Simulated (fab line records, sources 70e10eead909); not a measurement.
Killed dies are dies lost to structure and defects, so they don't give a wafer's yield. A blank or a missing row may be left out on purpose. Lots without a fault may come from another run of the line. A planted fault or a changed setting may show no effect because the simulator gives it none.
Tool commonality check | flow nand_harc | 4 lots, 12 wafers sampled

WHY IT WAS OPENED
At NHARC_END_SORT_01 the reading killed_at_array is flagged on 2 of 4 lots. Wafers without a fault read 59, standard deviation 19.
Rule: a lot is flagged when every wafer of it that has a number lies more than 4 standard deviations from that mean, or none has a number. The other lots count as sound.

lot  | measured     | on        | killed_at_array, wafer by wafer | flag
L595 | day 30 04:56 | prober-02 | 145 153 171                     | FLAGGED
L596 | day 30 11:58 | prober-02 | 143 147 138                     | FLAGGED
L599 | day 31 08:21 | prober-01 | 77 72 71                        |
L600 | day 32 18:33 | prober-01 | 56 73 73                        |
The numbers of the flagged lots are 150 on average: +90 against the usual, or +5 standard deviations.

WHICH TOOL RAN EACH LOT
The record holds 4 process steps before the reading, out of a route of 1302 steps. In each cell: the tool, then ch and the chambers that the sampled wafers went through, then the start.
lot  | flag    | NHARC_A_DECK1_JOINT_ETCHBACK_00  | NHARC_THIN_TSV_PRE_CLEAN_50             | NHARC_THIN_TSV_ETCH_36            | NHARC_THIN_TSV_STRIP_56
L595 | FLAGGED | rie_si-06 ch 1,2,3, day 16 13:55 | pvd_sputter-02, day 29 16:19 or earlier | rie_metal-03 ch 0,1, day 29 16:19 | plasma_asher-01 ch 0,1, day 29 16:30
L596 | FLAGGED | rie_si-06 ch 0,1, day 17 07:53   | pvd_sputter-03, day 29 19:43 or earlier | rie_metal-03 ch 1, day 29 19:43   | plasma_asher-01 ch 1, day 29 19:53
L599 |         | rie_si-01 ch 0,2,3, day 17 23:52 | pvd_sputter-01, day 30 22:59 or earlier | rie_metal-01 ch 0,1, day 30 22:59 | plasma_asher-01 ch 0,1, day 30 23:04
L600 |         | rie_si-03 ch 0,1,3, day 18 19:04 | pvd_sputter-02, day 32 09:14 or earlier | rie_metal-02 ch 1, day 32 09:14   | plasma_asher-01 ch 0,1, day 32 09:24
What these steps do:
- NHARC_A_DECK1_JOINT_ETCHBACK_00: etches the open film in HBr, target depth 30 nm, time 17.4 s.
- NHARC_THIN_TSV_PRE_CLEAN_50: time 30 s.
- NHARC_THIN_TSV_ETCH_36: etches the open film in Cl2/BCl3, target depth 65 nm, time 18.571 s.
- NHARC_THIN_TSV_STRIP_56: strips in O2.
- NHARC_END_SORT_01

FLAGGED OVER TOTAL, TOOL BY TOOL (the gauges that took the reading come last)
step                            | tool            | lots run | flagged | share of the flagged lots | sound lots run after its first flagged lot
NHARC_A_DECK1_JOINT_ETCHBACK_00 | rie_si-01       | 1        | 0       | none                      | -
NHARC_A_DECK1_JOINT_ETCHBACK_00 | rie_si-03       | 1        | 0       | none                      | -
NHARC_A_DECK1_JOINT_ETCHBACK_00 | rie_si-06       | 2        | 2       | all                       | 0
NHARC_THIN_TSV_PRE_CLEAN_50     | pvd_sputter-01  | 1        | 0       | none                      | -
NHARC_THIN_TSV_PRE_CLEAN_50     | pvd_sputter-02  | 2        | 1       | some                      | 1 (L600)
NHARC_THIN_TSV_PRE_CLEAN_50     | pvd_sputter-03  | 1        | 1       | some                      | 0
NHARC_THIN_TSV_ETCH_36          | rie_metal-01    | 1        | 0       | none                      | -
NHARC_THIN_TSV_ETCH_36          | rie_metal-02    | 1        | 0       | none                      | -
NHARC_THIN_TSV_ETCH_36          | rie_metal-03    | 2        | 2       | all                       | 0
NHARC_THIN_TSV_STRIP_56         | plasma_asher-01 | 4        | 2       | all                       | 2 (L599,L600)
NHARC_END_SORT_01               | prober-01       | 2        | 0       | none                      | -
NHARC_END_SORT_01               | prober-02       | 2        | 2       | all                       | 0
NHARC_THIN_TSV_PRE_CLEAN_50 gives no start for some lots, so the hours and the order of its lots are those of NHARC_THIN_TSV_ETCH_36.

WHAT THE TABLE ALLOWS
4 rows of the table ran every flagged lot: rie_si-06 at NHARC_A_DECK1_JOINT_ETCHBACK_00, rie_metal-03 at NHARC_THIN_TSV_ETCH_36, plasma_asher-01 at NHARC_THIN_TSV_STRIP_56, prober-02 at NHARC_END_SORT_01.
- rie_si-06 at NHARC_A_DECK1_JOINT_ETCHBACK_00: 2 of its 2 lots flagged. It ran no sound lot before its first flagged lot in this sample, so the start can't be narrowed down.
- rie_metal-03 at NHARC_THIN_TSV_ETCH_36: 2 of its 2 lots flagged. It ran no sound lot before its first flagged lot in this sample, so the start can't be narrowed down.
- plasma_asher-01 at NHARC_THIN_TSV_STRIP_56: 2 of its 4 lots flagged. Sound lots ran on it after the first flagged one (L599, L600), which a lasting fault on the whole tool wouldn't allow.
- prober-02 at NHARC_END_SORT_01: 2 of its 2 lots flagged. It ran no sound lot before its first flagged lot in this sample, so the start can't be narrowed down.
Counting lots can't tell these 3 tools apart, because each fits a fault that began at some hour. More lots, or a look at what each step does to the wafer, might.

WHAT THE SIMULATOR HAD PUT IN
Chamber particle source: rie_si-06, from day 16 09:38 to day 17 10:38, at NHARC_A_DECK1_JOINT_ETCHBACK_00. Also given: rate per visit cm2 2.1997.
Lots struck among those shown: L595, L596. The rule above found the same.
